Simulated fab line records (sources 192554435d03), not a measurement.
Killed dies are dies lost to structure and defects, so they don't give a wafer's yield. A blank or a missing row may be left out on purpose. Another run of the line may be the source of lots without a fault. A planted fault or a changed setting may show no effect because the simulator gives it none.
Which tool did it?	flow n5-finfet	at 1 step of a route of 1938, 12 lots with 36 wafers sampled

== WHAT THE GAUGES READ, wafer by wafer ==
N5_BEOL_M5_THK_MEAS_53: measures by xrf.
lot	measured	on	M5_THK (nm)
L075	day 8 14:04	film-metro-02	65.1 62.8 64.4
L077	day 9 14:35	film-metro-02	68.2 66.8 66.8
L079	day 9 23:09	film-metro-02	64.6 64.8 63.7
L081	day 10 06:24	film-metro-02	67.0 65.3 66.1
L083	day 11 06:57	film-metro-01	60.7 63.4 62.9
L084	day 11 12:22	film-metro-02	67.6 62.3 66.0
L087	day 11 15:40	film-metro-02	65.5 65.6 66.5
L091	day 13 00:51	film-metro-02	65.3 64.8 65.7
L089	day 13 02:06	film-metro-02	63.8 63.6 61.9
L092	day 13 08:54	film-metro-01	64.9 64.9 67.9
L095	day 14 04:02	film-metro-02	62.5 63.9 63.4
L097	day 14 11:29	film-metro-02	67.8 64.9 69.3

== TOOL THAT RAN EACH LOT (tool first, then ch and the chambers of the sampled wafers, then the start) ==
No process step before these readings appears in the record.

== THE ANSWER, worked out from the rows above alone ==
Rule: the usual values come from the lots themselves. The widest of any qualifying gaps counts: lots, ordered by their means at a reading, are off when they make up no more than a third of the lots, leave a main group of 4 or more, and stand apart from it by 3 or more times the standard deviation of that group's means. Not used: any main group whose means are identical at the precision the tables above print for the reading. A lot without any number at a reading at which 4 lots or more have one is off too. Where the step has rows for the other lots, those lots are counted as sound.
Across all readings shown, no lot is off: no conclusion can be drawn from this.

== WHAT THE SIMULATOR PUT IN ==
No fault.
